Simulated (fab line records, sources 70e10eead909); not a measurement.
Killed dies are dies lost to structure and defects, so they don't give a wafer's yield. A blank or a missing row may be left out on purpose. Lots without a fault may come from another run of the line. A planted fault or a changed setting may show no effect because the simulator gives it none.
A struck lot beside a sound one | flow nand_harc | 20 steps out of a route of 1302
Sound: wafers L137.1, L137.3, L137.5. Struck: wafer L149.1. (L149.2, L149.4 of the same lot were not struck and are left out.) The cause comes at the end.
At each step with rows: each side's tool, then ch and its chambers, then its first start. Under that, the readings that differ: sound wafers | struck wafers | difference of the means | sigmas: that difference in standard deviations of wafers without a fault.
alike: readings whose means differ by less than 2 such deviations, and words and numbers that are the same on both sides. not compared: withheld readings, readings that some wafer has no value for, bounds like >300 that may hide the same value, and numbers for which the record gives no deviation and whose values overlap.
The two part at a step that has a row with sigmas, a row that says differs or no value, or rows on one side only. Numbers that don't overlap but have no deviation are shown without sigmas and don't part them. A reading that every wafer of one side lacks parts them only if that side has two wafers or more.

first, 1 step without rows for these wafers: NHARC_A_SLIT_SRD_20.
NHARC_A_SLIT_CD_MEAS_21:
  sound on cd_sem-03, day 21 14:58; struck on cd_sem-02, day 26 08:10
  reading    | sound             | struck | difference | sigmas
  cd_nm (nm) | 289.3 289.4 289.3 | 288.0  | -1.3       | -2
then, 3 steps without rows for these wafers: NHARC_A_SIN_REMOVE_WET_00 (chemistry H3PO4, time 15300 s); NHARC_A_SIN_REMOVE_PRECLEAN_01 (cleans in SC1); NHARC_A_SIN_REMOVE_SRD_02.
NHARC_A_SIN_REMOVE_INSPECT_04:
  sound on defect_inspect-02, day 21 21:40; struck on defect_inspect-01, day 26 13:40
  alike: raw_defect_count
NHARC_A_WL_FILL_ALD_00: deposits Al2O3, target thk 3 nm, pulse time 3 s, ald cycles 30.
  sound on ald_hk-04 ch 0,1,2, day 21 21:43; struck on ald_hk-02 ch 1, day 26 13:53
  alike: heater_power_w, precursor_pulse_height_rel
  not compared: ald_cycles
NHARC_A_WL_FILL_RTA_01: time 5 s.
  sound on rtp_anneal-01 ch 0, day 21 21:59; struck on rtp_anneal-02 ch 0, day 26 14:09
  reading             | sound          | struck | difference | sigmas
  lamp_power_pct (%)  | 27.8 27.8 27.8 | 28.8   | +1.0       | +2
  lamp_zone_2_pct (%) | 27.8 27.8 27.8 | 28.8   | +1.0       | +2
  lamp_zone_5_pct (%) | 27.8 27.8 27.9 | 28.8   | +1.0       | +2
  alike: wafer_temp_C_max
then, 1 step without rows for these wafers: NHARC_A_WL_FILL_ALD_02 (deposits TiN, target thk 2 nm, pulse time 3 s, ald cycles 100).
NHARC_A_WL_FILL_CVD_03: deposits W, target thk 40 nm, time 279 s.
  sound on cvd_w-01 ch 0, day 21 22:39; struck on cvd_w-01 ch 1, day 26 14:49
  alike: heater_power_w, mfc_wf6_sccm, throttle_valve_pct
NHARC_A_WL_FILL_ETCHBACK_04: etches the open film in NF3, target depth 60 nm, time 120 s.
  sound on rie_metal-03 ch 1, day 21 23:03; struck on rie_metal-02 ch 0, day 26 15:11
  reading                     | sound             | struck | difference | sigmas
  drypump_motor_current_A (A) | 5.2 5.1 5.1       | 6.5    | +1.4       | +2
  run_length_s (s)            | 141.5 141.2 141.6 | 177.8  | +36.4      | +79
  alike: oes_product_au
  not compared: rf_hours_counter_h
then, 1 step without rows for these wafers: NHARC_A_WL_FILL_ETCHBACK_05 (etches the open film in Cl2/BCl3, target depth 22 nm, time 60 s).
NHARC_A_WL_FILL_STRIP_27: strips in N2/H2, time 20 s.
  sound on plasma_asher-02 ch 0,1, day 21 23:24; struck on plasma_asher-02 ch 1, day 26 15:34
  alike: drypump_motor_current_A, heater_power_w, temp_c
  not compared: rf_hours_counter_h
then, 4 steps without rows for these wafers: NHARC_A_WL_FILL_STRIP_28 (strips in post etch residue remover, time 1200 s); NHARC_A_WL_FILL_PRECLEAN_06 (cleans in DIW, time 300 s); NHARC_A_WL_FILL_SRD_07; NHARC_A_WL_FILL_ANNEAL_08 (time 1800 s).
NHARC_A_WL_FILL_ALD_10: deposits SiO2, target thk 50 nm, pulse time 10 s, ald cycles 500.
  sound on ald_hk-02 ch 0,1, day 22 04:49; struck on ald_hk-02 ch 2, day 26 21:20
  reading            | sound       | struck | difference | sigmas
  ald_cycles         | 500 500 500 | 435    | -65        |
  heater_power_w (W) | 440 476 449 | 561    | +106       | +2
  alike: precursor_pulse_height_rel
NHARC_A_WL_FILL_ETCHBACK_16: etches the open film in C4F8/O2/Ar, target depth 120 nm, time 24 s.
  sound on rie_diel-01 ch 1,3; struck on rie_diel-01 ch 2
  reading               | sound             | struck | difference | sigmas
  oes_product_au (a.u.) | 0.914 0.918 0.914 | 0.986  | +0.071     | +3
  alike: rf_vpp_V, run_length_s
  not compared: rf_hours_counter_h
then, 1 step without rows for these wafers: NHARC_END_SORT_01.

WHERE THEY PART
First at NHARC_A_SLIT_CD_MEAS_21; last, within this record, at NHARC_A_WL_FILL_ETCHBACK_16.

WHY: what the simulator had put in
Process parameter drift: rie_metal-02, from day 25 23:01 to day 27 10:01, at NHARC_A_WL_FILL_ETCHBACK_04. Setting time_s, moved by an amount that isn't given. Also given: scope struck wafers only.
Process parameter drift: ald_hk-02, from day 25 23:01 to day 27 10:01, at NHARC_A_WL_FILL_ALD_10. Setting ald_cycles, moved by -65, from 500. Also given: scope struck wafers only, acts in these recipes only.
